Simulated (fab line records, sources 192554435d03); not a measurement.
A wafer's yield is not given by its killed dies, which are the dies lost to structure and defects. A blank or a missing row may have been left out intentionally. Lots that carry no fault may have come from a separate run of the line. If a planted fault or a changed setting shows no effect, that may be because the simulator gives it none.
fab line records ; flow n5Finfet
record lots=7; wafers=39
route steps=1938 shown BEOL_M15@1773 TV_OPEN@1890
startH: hours from the record's first day to the start of the lot's first wafer shown ; waitH: how many hours have passed since the lot's step before this one ; " the same as in the row above ; L1.1+2: one row covering several wafers at once ; - value missing, or start not given ; * or withheld: withheld ; < > ~ a bound
route shown NAME@n: names a module that has steps shown in the file, with the first one's number in the route ; usual: mean and standard deviation over wafers with no fault ; same: alike in all rows ; chamber/n: place in a boat ; sites: per-site readings ; _std_site: their standard deviation ; _edge_site: mean of outer sites minus mean of inner sites ; radiusMm: how far each site lies from the wafer's centre ; mask NAME#n: copy n ; behind: tool/chamber where the wafer was last shaped ; hold: why the lot was held/for how many hours/how that ended ; device: which transistor (n, p or np) failed to switch ; end of line: the tests these same wafers got at the end of their route ; step lacking rows: just its recipe ; killed: dies that structure and defects cost at the first sort, which is not the same as the wafer's yield ; map: dies across one wafer; x = killed, . = not, _ = none there
set.NAME: the setting that was run; set.NAME@STEP: the one run at that earlier step ; model.NAME: the simulator's own value behind a step, which no gauge read
lots with deliberately changed settings; one table per step, one row per wafer
## steps
# step N5_BEOL_M15_ILD_DEP_00
# recipe material=SiO2; targetThkA=16293; tempC=400; precursor=TEOS/O2; pressureTorr=6.5; rfW=900; teosFlowSccm=161.4; gas=O2; flowSccm=2650; timeS=346.1
lot.wafer;tool;chamber;startH;waitH;set.targetThkA;model.SiO2_of_BEOL_M15_ILD_DEP_00.thkNm
L077.1;pecvd-04;0;270.62;0.0;16293;1580
L077.2;pecvd-04;1;270.62;0.0;8143;809.4
L077.3;pecvd-04;2;270.62;0.0;8143;788.4
L077.4;pecvd-04;1;270.62;0.0;16293;1638
L077.5;pecvd-04;0;270.62;0.0;16293;1612
L077.6;pecvd-04;2;270.62;0.0;8143;804.6
L078.1;pecvd-03;1;282.96;0.0;23630;2349
L078.2;pecvd-03;2;282.96;0.0;16293;1629
L078.3;pecvd-03;0;282.96;0.0;16293;1614
L078.4;pecvd-03;1;282.96;0.0;23630;2381
L078.5;pecvd-03;2;282.96;0.0;16293;1679
L078.6;pecvd-03;0;282.96;0.0;23630;2379
L079.3;pecvd-03;1;283.23;0.0;16293;1619
L079.4;pecvd-03;1;283.23;0.0;16293;1644
L079.5;pecvd-03;0;283.23;0.0;16293;1621
L081.1;pecvd-02;0;307.00;0.0;16293;1605
L081.2;pecvd-02;1;307.00;0.0;16293;1629
L081.3;pecvd-02;2;307.00;0.0;16293;1601
L081.4;pecvd-02;0;307.00;0.0;6692;680.4
L081.5;pecvd-02;2;307.00;0.0;6692;641
L081.6;pecvd-02;1;307.00;0.0;6692;657.8
L086.1;pecvd-03;1;332.77;0.0;25810;2548
L086.2;pecvd-03;0;332.77;0.0;16293;1636
L086.3;pecvd-03;2;332.77;0.0;25810;2582
L086.4;pecvd-03;1;332.77;0.0;16293;1630
L086.5;pecvd-03;0;332.77;0.0;16293;1664
L086.6;pecvd-03;2;332.77;0.0;25810;2619
L087.1;pecvd-03;0;337.65;0.0;23330;2297
L087.2;pecvd-03;1;337.65;0.0;16293;1593
L087.3;pecvd-03;2;337.65;0.0;16293;1629
L087.4;pecvd-03;2;337.65;0.0;16293;1646
L087.5;pecvd-03;0;337.65;0.0;23330;2366
L087.6;pecvd-03;1;337.65;0.0;23330;2345
L096.1;pecvd-03;0;402.00;0.0;16293;1630
L096.2;pecvd-03;2;402.00;0.0;16293;1624
L096.3;pecvd-03;0;402.00;0.0;16293;1666
L096.4+6;pecvd-03;2,0;402.00;0.0;16293;1634
L096.5;pecvd-03;2;402.00;0.0;16293;1670
# step N5_BEOL_M15_THK_MEAS_01
# recipe reads=SiO2_of_BEOL_M15_ILD_DEP_00
# usual M15_ILD_THK=1627/22
lot.wafer;tool;chamber;startH;waitH;set.targetThkA@BEOL_M15_ILD_DEP_00;M15_ILD_THK[nm]
L077.1;filmMetro-02;-;270.87;0.1;16293;1578
L077.2;filmMetro-02;-;270.87;0.1;8143;809
L077.3;filmMetro-02;-;270.87;0.1;8143;789
L077.4;filmMetro-02;-;270.87;0.1;16293;1638
L077.5;filmMetro-02;-;270.87;0.1;16293;1613
L077.6;filmMetro-02;-;270.87;0.1;8143;804
L078.1;filmMetro-02;-;283.21;0.1;23630;2347
L078.2;filmMetro-02;-;283.21;0.1;16293;1629
L078.3;filmMetro-02;-;283.21;0.1;16293;1614
L078.4;filmMetro-02;-;283.21;0.1;23630;2381
L078.5;filmMetro-02;-;283.21;0.1;16293;1680
L078.6;filmMetro-02;-;283.21;0.1;23630;2380
L079.3;filmMetro-01;-;283.49;0.1;16293;1618
L079.4;filmMetro-01;-;283.49;0.1;16293;1645
L079.5;filmMetro-01;-;283.49;0.1;16293;1621
L081.1;filmMetro-02;-;307.25;0.1;16293;1604
L081.2;filmMetro-02;-;307.25;0.1;16293;1629
L081.3;filmMetro-02;-;307.25;0.1;16293;1601
L081.4;filmMetro-02;-;307.25;0.1;6692;681
L081.5;filmMetro-02;-;307.25;0.1;6692;640
L081.6;filmMetro-02;-;307.25;0.1;6692;658
L086.1;filmMetro-01;-;333.02;0.1;25810;2548
L086.2;filmMetro-01;-;333.02;0.1;16293;1636
L086.3;filmMetro-01;-;333.02;0.1;25810;2582
L086.4;filmMetro-01;-;333.02;0.1;16293;1630
L086.5;filmMetro-01;-;333.02;0.1;16293;1664
L086.6;filmMetro-01;-;333.02;0.1;25810;2620
L087.1;filmMetro-02;-;337.90;0.1;23330;2297
L087.2;filmMetro-02;-;337.90;0.1;16293;1595
L087.3;filmMetro-02;-;337.90;0.1;16293;1627
L087.4;filmMetro-02;-;337.90;0.1;16293;1646
L087.5;filmMetro-02;-;337.90;0.1;23330;2367
L087.6;filmMetro-02;-;337.90;0.1;23330;2344
L096.1;filmMetro-02;-;402.36;0.2;16293;1631
L096.2;filmMetro-02;-;402.36;0.2;16293;1624
L096.3;filmMetro-02;-;402.36;0.2;16293;1665
L096.4;filmMetro-02;-;402.36;0.2;16293;1634
L096.5;filmMetro-02;-;402.36;0.2;16293;1669
L096.6;filmMetro-02;-;402.36;0.2;16293;1635
# step N5_BEOL_M15_COAT_58
# recipe resist=BARC; tempC=205; timeS=60; spinRpm=1500; resistThkNm=89
# step N5_BEOL_M15_COAT_04
# recipe spinRpm=1704; resistThkNm=800
# step N5_BEOL_M15_DESCUM_15
# recipe chemistry=O2; timeS=7.9; sourcePowerW=50; biasPowerW=20; pressureMtorr=20; rfFrequencyHz=2.712e+07; tempC=40; o2FlowSccm=225
# step N5_BEOL_M15_ETCH_59
# recipe chemistry=N2/H2; target=BARC; targetDepthA=890; overetchA=267; timeS=67.9; ionEnergyEv=200; pressureMtorr=30; sourceW=840; biasW=150; n2FlowSccm=200; h2FlowSccm=200
# step N5_BEOL_M15_VIA_ETCH_16
# recipe chemistry=C4F8/O2/Ar; target=SiO2; heInnerTorr=15; heOuterTorr=30; targetDepthA=17922; timeS=withheld; ionEnergyEv=800; pressureMtorr=20; sourceW=1905; biasW=2040; Ar_flow_sccm=400; C4F8_flow_sccm=16; O2_flow_sccm=12; ends=cleared
lot.wafer;tool;chamber;startH;waitH;set.targetThkA@BEOL_M15_ILD_DEP_00;model.etch.depthNm;model.coat_of_BEOL_M15_COAT_04.thkNm
L077.1;rieDiel-04;0;271.47;0.0;16293;1580;351.2
L077.2;rieDiel-04;2;271.47;0.0;8143;809.4;526.4
L077.3;rieDiel-04;1;271.47;0.0;8143;788.4;528.2
L077.4;rieDiel-04;3;271.47;0.0;16293;1638;320.6
L077.5;rieDiel-04;1;271.47;0.0;16293;1612;330.6
L077.6;rieDiel-04;2;271.47;0.0;8143;804.5;527.4
L078.1;rieDiel-05;0;283.82;0.0;23630;2349;154.4
L078.2;rieDiel-05;3;283.82;0.0;16293;1629;333.8
L078.3;rieDiel-05;2;283.82;0.0;16293;1614;334.4
L078.4;rieDiel-05;1;283.82;0.0;23630;2381;165.8
L078.5;rieDiel-05;3;283.82;0.0;16293;1679;324.6
L078.6;rieDiel-05;0;283.82;0.0;23630;2379;149
L079.3;rieDiel-06;2;283.96;0.0;16293;1619;342.2
L079.4;rieDiel-06;3;283.96;0.0;16293;1644;333
L079.5;rieDiel-06;1;283.96;0.0;16293;1621;341
L081.1;rieDiel-05;1;307.73;0.0;16293;1605;350.6
L081.2;rieDiel-05;0;307.73;0.0;16293;1629;328.8
L081.3;rieDiel-05;2;307.73;0.0;16293;1601;340.6
L081.4;rieDiel-05;2;307.73;0.0;6692;680.4;561
L081.5;rieDiel-05;0;307.73;0.0;6692;640.9;568.4
L081.6;rieDiel-05;1;307.73;0.0;6692;657.8;572.2
L086.1;rieDiel-05;2;333.50;0.0;25810;2548;112.6
L086.2;rieDiel-05;1;333.50;0.0;16293;1636;338
L086.3;rieDiel-05;3;333.50;0.0;25810;2582;104.8
L086.4;rieDiel-05;0;333.50;0.0;16293;1630;324.6
L086.5;rieDiel-05;0;333.50;0.0;16293;1664;317
L086.6;rieDiel-05;3;333.50;0.0;25810;2619;101.2
L087.1;rieDiel-05;2;338.51;0.0;23330;2297;173
L087.2;rieDiel-05;0;338.51;0.0;16293;1593;340.6
L087.3;rieDiel-05;1;338.51;0.0;16293;1629;344.4
L087.4;rieDiel-05;3;338.51;0.0;16293;1646;331.6
L087.5;rieDiel-05;1;338.51;0.0;23330;2366;173.8
L087.6;rieDiel-05;0;338.51;0.0;23330;2345;155.8
L096.1;rieDiel-04;3;402.97;0.0;16293;1630;326.2
L096.2;rieDiel-04;2;402.97;0.0;16293;1624;333
L096.3;rieDiel-04;1;402.97;0.0;16293;1666;319.8
L096.4;rieDiel-04;0;402.97;0.0;16293;1634;340.8
L096.5;rieDiel-04;1;402.97;0.0;16293;1670;318.8
L096.6;rieDiel-04;2;402.97;0.0;16293;1634;328.8
# step N5_BEOL_M15_STRIP_63
# recipe chemistry=O2; powerW=600; tempC=60; pressureMtorr=30; rfFrequencyHz=6e+07; biasPowerW=0; overashFraction=0.3; o2FlowSccm=225
# step N5_BEOL_M15_STRIP_64
# recipe chemistry=O2; powerW=600; tempC=60; pressureMtorr=30; rfFrequencyHz=6e+07; biasPowerW=0; overashFraction=0.3; o2FlowSccm=225
# step N5_BEOL_M15_STRIP_65
# recipe chemistry=postEtchResidueRemover; timeS=60; tempC=25; removerPh=withheld; removerWaterWtPct=withheld; removerFluorideWtPct=withheld
# step N5_BEOL_M15_SRD_66
# recipe timeS=30; tempC=23; rinseLiquid=diw; dry=n2Spin; spinRpm=1500; dryTimeS=30
# step N5_BEOL_M15_CD_MEAS_17
# recipe targetCdNm=360; polarity=opening
# usual cdNm=361.3/1.8
lot.wafer;tool;chamber;startH;waitH;set.targetThkA@BEOL_M15_ILD_DEP_00;cdNm
L077.1;cdSem-01;-;271.88;0.0;16293;359.8
L077.2;cdSem-01;-;271.88;0.0;8143;351.3
L077.3;cdSem-01;-;271.88;0.0;8143;352.0
L077.4;cdSem-01;-;271.88;0.0;16293;361.8
L077.5;cdSem-01;-;271.88;0.0;16293;358.2
L077.6;cdSem-01;-;271.88;0.0;8143;353.7
L078.1;cdSem-01;-;284.23;0.0;23630;368.4
L078.2;cdSem-01;-;284.23;0.0;16293;363.9
L078.3;cdSem-01;-;284.23;0.0;16293;362.7
L078.4;cdSem-01;-;284.23;0.0;23630;368.1
L078.5;cdSem-01;-;284.23;0.0;16293;361.2
L078.6;cdSem-01;-;284.23;0.0;23630;369.6
L079.3;cdSem-02;-;284.38;0.0;16293;359.8
L079.4;cdSem-02;-;284.38;0.0;16293;359.1
L079.5;cdSem-02;-;284.38;0.0;16293;365.5
L081.1;cdSem-01;-;308.15;0.0;16293;359.8
L081.2;cdSem-01;-;308.15;0.0;16293;364.6
L081.3;cdSem-01;-;308.15;0.0;16293;364.0
L081.4;cdSem-01;-;308.15;0.0;6692;353.0
L081.5;cdSem-01;-;308.15;0.0;6692;353.9
L081.6;cdSem-01;-;308.15;0.0;6692;351.0
L086.1;cdSem-03;-;333.91;0.0;25810;369.8
L086.2;cdSem-03;-;333.91;0.0;16293;357.7
L086.3;cdSem-03;-;333.91;0.0;25810;370.2
L086.4;cdSem-03;-;333.91;0.0;16293;363.8
L086.5;cdSem-03;-;333.91;0.0;16293;364.1
L086.6;cdSem-03;-;333.91;0.0;25810;372.3
L087.1;cdSem-03;-;338.92;0.0;23330;367.7
L087.2;cdSem-03;-;338.92;0.0;16293;360.4
L087.3;cdSem-03;-;338.92;0.0;16293;364.6
L087.4;cdSem-03;-;338.92;0.0;16293;360.9
L087.5;cdSem-03;-;338.92;0.0;23330;366.5
L087.6;cdSem-03;-;338.92;0.0;23330;367.6
L096.1;cdSem-03;-;403.38;0.0;16293;364.2
L096.2;cdSem-03;-;403.38;0.0;16293;362.7
L096.3;cdSem-03;-;403.38;0.0;16293;361.0
L096.4;cdSem-03;-;403.38;0.0;16293;364.3
L096.5;cdSem-03;-;403.38;0.0;16293;361.6
L096.6;cdSem-03;-;403.38;0.0;16293;359.6
# step N5_PASSIVATION_ETCH_15
# recipe chemistry=CF4/N2; target=SiCN; targetDepthA=750; taperDeg=2; timeS=81.2; ionEnergyEv=150; maskMaterial=SiNx; pressureMtorr=40; sourceW=430; biasW=70; Ar_flow_sccm=100; cf4FlowSccm=60; n2FlowSccm=60
lot.wafer;tool;chamber;startH;waitH;set.targetDepthA;model.etch.depthNm
L077.1;rieDiel-04;0;-;-;750;64.39
L077.2;rieDiel-04;2;-;-;902.4;76.99
L077.3;rieDiel-04;3;-;-;902.4;80.04
L077.4;rieDiel-04;1;-;-;750;65.18
L077.5;rieDiel-04;3;-;-;902.4;80.11
L077.6;rieDiel-04;0;-;-;750;65.24
L079.3;rieDiel-04;3;-;-;750;66.97
L079.4;rieDiel-04;2;-;-;750;64.28
L079.5;rieDiel-04;1;-;-;750;65.36
L078.1;rieDiel-06;1;-;-;750;66.17
L078.2;rieDiel-06;2;-;-;750;65.28
L078.3;rieDiel-06;3;-;-;750;63
L078.4;rieDiel-06;0;-;-;750;66.25
L078.5;rieDiel-06;1;-;-;750;65.79
L078.6;rieDiel-06;0;-;-;750;65.44
L081.1;rieDiel-05;1;-;-;750;63.26
L081.2;rieDiel-05;2;-;-;750;63.27
L081.3;rieDiel-05;0;-;-;327.5;28.33
L081.4;rieDiel-05;1;-;-;750;63.54
L081.5;rieDiel-05;0;-;-;327.5;28.28
L081.6;rieDiel-05;2;-;-;327.5;27.5
L086.1;rieDiel-06;2;-;-;750;64.98
L086.2;rieDiel-06;3;-;-;750;62.74
L086.3;rieDiel-06;1;-;-;424.1;37.1
L086.4;rieDiel-06;0;-;-;750;65.22
L086.5;rieDiel-06;0;-;-;424.1;36.94
L086.6;rieDiel-06;1;-;-;424.1;37.21
L087.1;rieDiel-05;1;-;-;750;63.18
L087.2;rieDiel-05;3;-;-;876.5;75.21
L087.3;rieDiel-05;0;-;-;876.5;74.57
L087.4;rieDiel-05;2;-;-;750;62.97
L087.5;rieDiel-05;0;-;-;876.5;75.26
L087.6;rieDiel-05;3;-;-;750;64.91
L096.1;rieDiel-06;2;-;-;943.4;82.93
L096.2;rieDiel-06;3;-;-;750;64.04
L096.3;rieDiel-06;1;-;-;750;67.13
L096.4;rieDiel-06;0;-;-;750;66.74
L096.5;rieDiel-06;2;-;-;943.4;82.96
L096.6;rieDiel-06;1;-;-;943.4;83.61
## key
split step=N5_BEOL_M15_ILD_DEP_00; setting=targetThkA; stated=16293; by=wafer
response step=N5_BEOL_M15_ILD_DEP_00; reading=model.SiO2_of_BEOL_M15_ILD_DEP_00.thkNm; change=+16.2; per=1%; r=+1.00
response step=N5_BEOL_M15_THK_MEAS_01; reading=M15_ILD_THK; change=+16.2; per=1%; r=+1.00
response step=N5_BEOL_M15_VIA_ETCH_16; reading=model.etch.depthNm; change=+16.2; per=1%; r=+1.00
response step=N5_BEOL_M15_VIA_ETCH_16; reading=model.coat_of_BEOL_M15_COAT_04.thkNm; change=-3.85; per=1%; r=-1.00
response step=N5_BEOL_M15_CD_MEAS_17; reading=cdNm; change=+0.151; per=1%; r=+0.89
split step=N5_PASSIVATION_ETCH_15; setting=targetDepthA; stated=750; by=wafer
response step=N5_PASSIVATION_ETCH_15; reading=model.etch.depthNm; change=+0.637; per=1%; r=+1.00
